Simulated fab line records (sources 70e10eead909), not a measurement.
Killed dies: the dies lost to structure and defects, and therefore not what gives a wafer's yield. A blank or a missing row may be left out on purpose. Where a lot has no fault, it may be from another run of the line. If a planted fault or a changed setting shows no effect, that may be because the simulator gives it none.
fab line records    flow nand-harc
record lots=13  wafers=39  last-day=33
route steps=1302 shown A_CONTACT@1049
lots with no fault: from the same line, run without faults
start-h: hours from the record's opening day to when the first of the lot's shown wafers began    wait-h: how many hours have passed since the lot's step before this one    " repeats the value in the row above    L1.1+2: a single row standing in for several wafers    - no value present, or no start provided    * or withheld: withheld    < > ~ a bound
route shown NAME@n: names a module that has steps shown in the file, with the first one's number in the route    usual: mean/standard deviation taken from wafers without a fault    same: alike in all rows    chamber/n: place in a boat    sites: the reading at each site    _std_site: standard deviation across them    _edge_site: mean of outer sites minus mean of inner sites    radius-mm: how far each site lies from the wafer's centre    mask NAME#n: copy n    behind: the most recent tool/chamber to have shaped the wafer    hold: the reason the lot was held/the length of the hold in hours/how it ended    device: transistor that didn't switch, given as n, p or np    end of line: the same wafers' tests at the end of the route    a step with no rows: only its recipe    killed: at the first sort, the dies lost to defects and structure; wafer yield is something else    map: a wafer's dies, x killed, . not, _ none there
set.NAME: the setting as run; set.NAME@STEP: as run at that earlier step    model.NAME: the simulator's own value behind a step, which no gauge read
steps of the route over a sample of lots; a table a step, a row a wafer
services: when a tool's chamber went out of use (start-h, in hours from the record's first day, below 0 if earlier), for how many hours, and the reason
## steps
# step NHARC_A_CONTACT_ETCH_126
# recipe source-w=withheld  pressure-mtorr=20  bias-v=3000  time-s=197  target-depth-a=19180  ar-flow-sccm=withheld  c4f8-flow-sccm=withheld  o2-flow-sccm=withheld  chemistry=C4F8/O2/Ar
lot.wafer  tool             chamber  start-h  wait-h  rf-hours-counter-h
L916.3     har-cap-etch-03  0        519.88   0.1     -
L916.4     "                1        "        "       -
L916.5     "                1        "        "       -
L919.2     har-cap-etch-01  0        537.38   0.1     6
L919.4     "                0        "        "       -
L919.6     "                1        "        "       -
L920.1     har-cap-etch-03  0        571.07   0.2     53
L920.2     "                1        "        "       53
L920.4     "                0        "        "       -
L923.1     har-cap-etch-03  0        600.96   0.2     58
L923.4     "                0        "        "       -
L923.5     "                1        "        "       -
L927.1     har-cap-etch-01  1        626.18   0.1     19
L927.3     "                0        "        "       -
L927.6     "                0        "        "       -
L926.1     har-cap-etch-03  1        634.99   0.2     65
L926.2     "                0        "        "       65
L926.5     "                0        "        "       -
L928.4     har-cap-etch-02  0        645.66   0.3     -
L928.3     "                1        "        "       -
L928.6     "                0        "        "       -
L932.1     har-cap-etch-01  1        679.16   0.2     32
L932.4     "                0        "        "       -
L932.3     "                1        "        "       -
L933.2     har-cap-etch-02  0        686.11   0.1     122
L933.3     "                1        "        "       -
L933.6     "                0        "        "       -
L935.4     har-cap-etch-01  0        702.41   0.2     -
L935.3     "                1        "        "       -
L935.6     "                1        "        "       -
L936.2     har-cap-etch-02  0        718.24   0.1     127
L936.4     "                1        "        "       -
L936.6     "                0        "        "       -
L937.4     har-cap-etch-01  1        723.10   0.1     -
L937.3     "                0        "        "       -
L937.6     "                1        "        "       -
L938.2     har-cap-etch-03  1        726.50   0.1     83
L938.3     "                0        "        "       -
L938.5     "                1        "        "       -
# step NHARC_A_CONTACT_ETCH_128
# recipe source-w=withheld  pressure-mtorr=20  bias-v=3000  time-s=197  target-depth-a=19180  ar-flow-sccm=withheld  c4f8-flow-sccm=withheld  o2-flow-sccm=withheld  chemistry=C4F8/O2/Ar
lot.wafer  tool             chamber  start-h  wait-h  rf-hours-counter-h
L916.3     har-cap-etch-03  0        520.23   0.1     -
L916.4     "                1        "        "       -
L916.5     "                1        "        "       -
L919.2     har-cap-etch-01  0        537.74   0.1     6
L919.4     "                0        "        "       -
L919.6     "                1        "        "       -
L920.1     har-cap-etch-03  0        571.54   0.2     53
L920.2     "                1        "        "       53
L920.4     "                0        "        "       -
L923.1     har-cap-etch-03  0        601.44   0.2     59
L923.4     "                0        "        "       -
L923.5     "                1        "        "       -
L927.1     har-cap-etch-01  1        626.53   0.1     20
L927.3     "                0        "        "       -
L927.6     "                0        "        "       -
L926.1     har-cap-etch-03  1        635.35   0.1     65
L926.2     "                0        "        "       65
L926.5     "                0        "        "       -
L928.4     har-cap-etch-02  0        646.27   0.2     -
L928.3     "                1        "        "       -
L928.6     "                0        "        "       -
L932.1     har-cap-etch-01  1        679.63   0.2     32
L932.4     "                0        "        "       -
L932.3     "                1        "        "       -
L933.2     har-cap-etch-02  0        686.47   0.1     122
L933.3     "                1        "        "       -
L933.6     "                0        "        "       -
L935.4     har-cap-etch-01  0        702.88   0.2     -
L935.3     "                1        "        "       -
L935.6     "                1        "        "       -
L936.2     har-cap-etch-02  0        718.60   0.1     128
L936.4     "                1        "        "       -
L936.6     "                0        "        "       -
L937.4     har-cap-etch-01  1        723.46   0.1     -
L937.3     "                0        "        "       -
L937.6     "                1        "        "       -
L938.2     har-cap-etch-03  1        726.85   0.1     83
L938.3     "                0        "        "       -
L938.5     "                1        "        "       -
# step NHARC_A_CONTACT_SOFTBAKE_03
# recipe temp-c=105  time-s=55
# usual heater-power-total-W=188.45/0.15
lot.wafer  tool            chamber  start-h  wait-h  heater-power-total-W
L916.3     litho-track-06  0        526      -       188.30
L916.4     "               0        "        "       188.35
L916.5     "               0        "        "       188.36
L919.2     litho-track-04  0        542      -       188.32
L919.4     "               0        "        "       188.38
L919.6     "               0        "        "       188.56
L920.1     litho-track-01  0        576      -       188.54
L920.2     "               0        "        "       188.39
L920.4     "               0        "        "       188.73
L923.1     litho-track-06  0        606      -       188.56
L923.4     "               0        "        "       188.29
L923.5     "               0        "        "       188.74
L927.1     litho-track-06  0        631      -       188.47
L927.3     "               0        "        "       188.76
L927.6     "               0        "        "       188.37
L926.1     litho-track-04  0        641      -       188.33
L926.2     "               0        "        "       188.73
L926.5     "               0        "        "       188.48
L928.3     litho-track-06  0        654      -       188.51
L928.4     "               0        "        "       188.31
L928.6     "               0        "        "       188.35
L932.1     litho-track-06  0        685      -       194.64
L932.3     "               0        "        "       194.29
L932.4     "               0        "        "       194.40
L933.2     litho-track-06  0        691      -       194.70
L933.3     "               0        "        "       194.19
L933.6     "               0        "        "       194.35
L935.3     litho-track-06  0        711      -       194.44
L935.4     "               0        "        "       194.44
L935.6     "               0        "        "       194.52
L936.2     litho-track-04  0        725      -       188.38
L936.4     "               0        "        "       188.71
L936.6     "               0        "        "       188.35
L937.3     litho-track-01  0        728      -       188.54
L937.4     "               0        "        "       188.31
L937.6     "               0        "        "       188.65
L938.2     litho-track-01  0        733      -       188.43
L938.3     "               0        "        "       188.38
L938.5     "               0        "        "       188.35
# step NHARC_A_CONTACT_ETCH_89
# recipe target-depth-a=2600  over-etch-frac=0.3  time-s=475.3  ion-energy-ev=200  n2-flow-sccm=150  h2-flow-sccm=150  ar-flow-sccm=0  rf-w=400  bias-w=150  chemistry=N2/H2
# usual drypump-motor-current-A=5.6/0.44  mfc-ar-sccm=0.011/0.014  oes-product-au=1.000/0.0078  rf-vpp-V=429.9/2.9  showerhead-plenum-p-Torr=2.02/0.097  throttle-valve-pct=14.172/0.01
lot.wafer  tool         chamber  start-h  wait-h  drypump-motor-current-A  mfc-ar-sccm  oes-product-au  rf-hours-counter-h  rf-vpp-V  showerhead-plenum-p-Torr  throttle-valve-pct
L916.4     rie-diel-05  1        -        -       5.4                      0            1.005           40                  428.6     1.94                      14.172
L916.3     "            3        "        "       5.2                      0            0.994           36                  430.2     2.01                      14.163
L916.5     "            1        "        "       5.4                      0            0.997           -                   427.2     1.94                      14.177
L919.4     rie-diel-03  0        -        -       5.3                      0            0.997           11                  424.6     1.88                      14.185
L919.2     "            2        "        "       6.3                      0.023        1.007           12                  429.3     2.05                      14.177
L919.6     "            3        "        "       5.9                      0            0.995           -                   428.6     1.96                      14.174
L920.2     rie-diel-13  1        -        -       5.3                      0.040        0.991           19                  434.1     2.15                      14.173
L920.1     "            3        "        "       5.2                      0.018        0.997           20                  426.8     1.93                      14.178
L920.4     "            0        "        "       6.4                      0.033        0.996           17                  429.0     1.96                      14.174
L923.4     rie-diel-13  0        -        -       6.4                      0.033        0.991           28                  428.2     1.95                      14.157
L923.1     "            2        "        "       5.3                      0            0.988           33                  428.9     1.97                      14.181
L923.5     "            3        "        "       5.3                      0.018        0.990           -                   427.1     1.93                      14.170
L927.1     rie-diel-03  3        -        -       5.9                      0            1.005           27                  428.0     1.95                      14.165
L927.3     "            2        "        "       6.3                      0.023        1.016           26                  432.1     2.04                      14.160
L927.6     "            0        "        "       5.3                      0            0.999           -                   425.3     1.87                      14.152
L926.1     rie-diel-05  1        -        -       5.4                      0            0.996           11                  428.6     1.93                      14.178
L926.2     "            3        "        "       5.2                      0            0.997           14                  429.0     2.00                      14.172
L926.5     "            1        "        "       5.4                      0            1.013           -                   427.4     1.93                      14.162
L928.4     rie-diel-03  3        -        -       5.9                      0            1.007           3                   428.3     1.95                      14.170
L928.3     "            0        "        "       5.3                      0            0.993           3                   436.2     2.22                      14.173
L928.6     "            3        "        "       5.9                      0            1.005           -                   427.1     1.95                      14.168
L932.1     rie-diel-03  1        -        -       5.4                      0.003        1.004           9                   433.5     2.12                      14.178
L932.4     "            2        "        "       6.2                      0.023        1.009           8                   431.6     2.04                      14.172
L932.3     "            3        "        "       5.9                      0            1.009           8                   428.4     1.95                      14.185
L933.3     rie-diel-03  0        -        -       5.3                      0            1.000           9                   435.7     2.21                      14.166
L933.2     "            1        "        "       5.4                      0.003        0.989           11                  432.8     2.12                      14.162
L933.6     "            3        "        "       5.9                      0            1.016           -                   429.5     1.95                      14.173
L935.4     rie-diel-13  0        -        -       6.4                      0.033        0.992           2                   428.7     1.94                      14.181
L935.3     "            1        "        "       5.3                      0.040        0.998           2                   432.0     2.14                      14.182
L935.6     "            1        "        "       5.3                      0.040        1.007           -                   432.2     2.14                      14.178
L936.2     rie-diel-03  0        -        -       5.3                      0            0.999           17                  435.7     2.21                      14.190
L936.6     "            1        "        "       5.4                      0.003        1.001           -                   433.5     2.12                      14.153
L936.4     "            2        "        "       6.3                      0.023        1.008           -                   429.7     2.04                      14.175
L937.3     rie-diel-03  0        -        -       5.3                      0            1.003           18                  435.6     2.21                      14.170
L937.6     "            1        "        "       5.4                      0.003        0.990           -                   433.6     2.12                      14.181
L937.4     "            2        "        "       6.2                      0.023        0.995           -                   430.0     2.04                      14.155
L938.2     rie-diel-13  3        -        -       5.2                      0.018        0.997           8                   426.2     1.92                      14.192
L938.3     "            2        "        "       5.3                      0            0.988           9                   427.1     1.96                      14.158
L938.5     "            3        "        "       5.2                      0.018        0.993           -                   426.5     1.92                      14.177
## services
tool             chamber  start-h  hours  kind
har-cap-etch-01  -        497.00   17.0   pm
har-cap-etch-01  0        497.00   17.0   vent-cycle
har-cap-etch-01  1        497.00   17.0   vent-cycle
litho-track-01   -        505.00   7.0    pm
har-cap-etch-01  0        514.00   -      clean
har-cap-etch-01  1        514.00   -      clean
rie-diel-03      0        516.42   -      clean
rie-diel-03      1        516.42   -      clean
rie-diel-13      -        520.02   9.0    pm
litho-track-06   -        529.00   7.0    pm
litho-track-04   -        553.00   7.0    pm
rie-diel-03      2        570.50   5.3    repair
rie-diel-03      1        580.94   8.3    repair
rie-diel-05      -        583.60   9.0    pm
har-cap-etch-01  -        637.73   1.1    repair
rie-diel-13      0        652.35   1.4    repair
rie-diel-13      1        674.59   5.0    repair
rie-diel-05      2        678.13   1.2    repair
litho-track-01   -        680.00   7.0    pm
rie-diel-03      1        695.26   15.9   repair
rie-diel-13      -        697.02   9.0    pm
litho-track-06   -        704.00   7.0    pm
rie-diel-03      3        722.19   18.0   repair
litho-track-04   -        728.00   7.0    pm
## key
first-sign step=NHARC_A_CONTACT_SOFTBAKE_03  reading=heater-power-total-W  direction=up  sigmas=41  usual=*  struck=*
effect none on later readings
met-at NHARC_A_CONTACT_SOFTBAKE_03
struck-lots L932,L933,L935
tester-left-out L932,L933,L935
not-acting-at NHARC_A_CONTACT_ETCH_126,NHARC_A_CONTACT_ETCH_128,NHARC_A_CONTACT_ETCH_89
onset-between 654 685
fault kind=process-parameter-drift  tool=litho-track-06  chamber=-  onset-h=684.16  steps=NHARC_A_CONTACT_SOFTBAKE_03  channel=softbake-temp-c  offset=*  shape=step  end-h=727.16  acts-in=*  stated=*
# tester-left-out: of these lots the tester's yield and bins aren't shown, on N5 and GAA mostly nor the transistor test; their killed dies are dies lost to structure and defects alone, not to doping, threshold or leakage, so they don't give the yield
